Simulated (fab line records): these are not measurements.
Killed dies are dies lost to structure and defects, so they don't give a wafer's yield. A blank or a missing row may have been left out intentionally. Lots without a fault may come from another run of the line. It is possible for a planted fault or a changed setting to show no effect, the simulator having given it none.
Matching of chambers :: flow n5_finfet :: N5_PMOS_HMC_CHANNEL_EPI_ETCH_38 on rie_si-02 has 4 sister chambers
The step etches SiO2 in CF4, target depth 1.5 nm. 14 wafers are shown with their chamber, then 7 later ones without.

## WAFERS PAIRED WITH THEIR CHAMBERS
wafer: L074.1
chamber: 3
throttle_valve_pct (%): 21.87
drypump_motor_current_A (A): 6.4
oes_product_au (a.u.): 0.989

wafer: L074.2
chamber: 0
throttle_valve_pct (%): 21.94
drypump_motor_current_A (A): 6.4
oes_product_au (a.u.): 1.004

wafer: L074.3
chamber: 1
throttle_valve_pct (%): 21.62
drypump_motor_current_A (A): 6.2
oes_product_au (a.u.): 0.955

wafer: L074.4
chamber: 2
throttle_valve_pct (%): 21.45
drypump_motor_current_A (A): 5.9
oes_product_au (a.u.): 0.997

wafer: L074.5
chamber: 0
throttle_valve_pct (%): 21.93
drypump_motor_current_A (A): 6.3
oes_product_au (a.u.): 1.009

wafer: L074.6
chamber: 3
throttle_valve_pct (%): 21.88
drypump_motor_current_A (A): 6.5
oes_product_au (a.u.): 0.998

wafer: L077.1
chamber: 0
throttle_valve_pct (%): 21.96
drypump_motor_current_A (A): 6.4
oes_product_au (a.u.): 1.013

wafer: L077.2
chamber: 1
throttle_valve_pct (%): 21.62
drypump_motor_current_A (A): 6.2
oes_product_au (a.u.): 0.946

wafer: L077.4
chamber: 3
throttle_valve_pct (%): 21.89
drypump_motor_current_A (A): 6.4
oes_product_au (a.u.): 1.004

wafer: L086.1
chamber: 3
throttle_valve_pct (%): 21.88
drypump_motor_current_A (A): 6.5
oes_product_au (a.u.): 1.003

wafer: L086.2
chamber: 2
throttle_valve_pct (%): 21.44
drypump_motor_current_A (A): 5.9
oes_product_au (a.u.): 0.996

wafer: L086.5
chamber: 0
throttle_valve_pct (%): 21.93
drypump_motor_current_A (A): 6.4
oes_product_au (a.u.): 1.027

wafer: L087.2
chamber: 3
throttle_valve_pct (%): 21.88
drypump_motor_current_A (A): 6.5
oes_product_au (a.u.): 0.997

wafer: L087.4
chamber: 0
throttle_valve_pct (%): 21.95
drypump_motor_current_A (A): 6.3
oes_product_au (a.u.): 1.018

SIGNATURES, as means of the wafers listed above
reading: throttle_valve_pct
chamber 0: 21.9420
chamber 1: 21.6200
chamber 2: 21.4450
chamber 3: 21.8800
scatter within a chamber: 0.00964

reading: drypump_motor_current_A
chamber 0: 6.360
chamber 1: 6.200
chamber 2: 5.900
chamber 3: 6.460
scatter within a chamber: 0.049

reading: oes_product_au
chamber 0: 1.01420
chamber 1: 0.95050
chamber 2: 0.99650
chamber 3: 0.99820
scatter within a chamber: 0.00703
Rule: distance of a wafer from a chamber = root of the sum over the readings of ((wafer's reading minus chamber's mean) / reading's scatter) squared. If the next closest chamber is less than 2 further off than the closest, the wafer can't be placed; otherwise it belongs to the closest. The scatter: the root of (the sum of the squares of (reading less its chamber's mean) over the shown wafers, divided by (wafers less chambers)).

## WAFERS WHOSE CHAMBER IS MISSING
wafer: L087.6
throttle_valve_pct (%): 21.64
drypump_motor_current_A (A): 6.2
oes_product_au (a.u.): 0.966

wafer: L095.2
throttle_valve_pct (%): 21.96
drypump_motor_current_A (A): 6.3
oes_product_au (a.u.): 1.009

wafer: L095.4
throttle_valve_pct (%): 21.93
drypump_motor_current_A (A): 6.4
oes_product_au (a.u.): 1.003

wafer: L095.5
throttle_valve_pct (%): 21.61
drypump_motor_current_A (A): 6.2
oes_product_au (a.u.): 0.953

wafer: L096.1
throttle_valve_pct (%): 21.62
drypump_motor_current_A (A): 6.2
oes_product_au (a.u.): 0.966

wafer: L096.4
throttle_valve_pct (%): 21.64
drypump_motor_current_A (A): 6.2
oes_product_au (a.u.): 0.959

wafer: L096.5
throttle_valve_pct (%): 21.89
drypump_motor_current_A (A): 6.5
oes_product_au (a.u.): 1.009

## WHICH CHAMBER EACH WENT THROUGH
wafer: L087.6
from the rows above: 1
in truth: 1

wafer: L095.2
from the rows above: 0
in truth: 0

wafer: L095.4
from the rows above: 0
in truth: 0

wafer: L095.5
from the rows above: 1
in truth: 1

wafer: L096.1
from the rows above: 1
in truth: 1

wafer: L096.4
from the rows above: 1
in truth: 1

wafer: L096.5
from the rows above: 3
in truth: 3
Placed correctly: 7 of 7. Left unplaced by these rows: 0. Placed wrongly: 0.
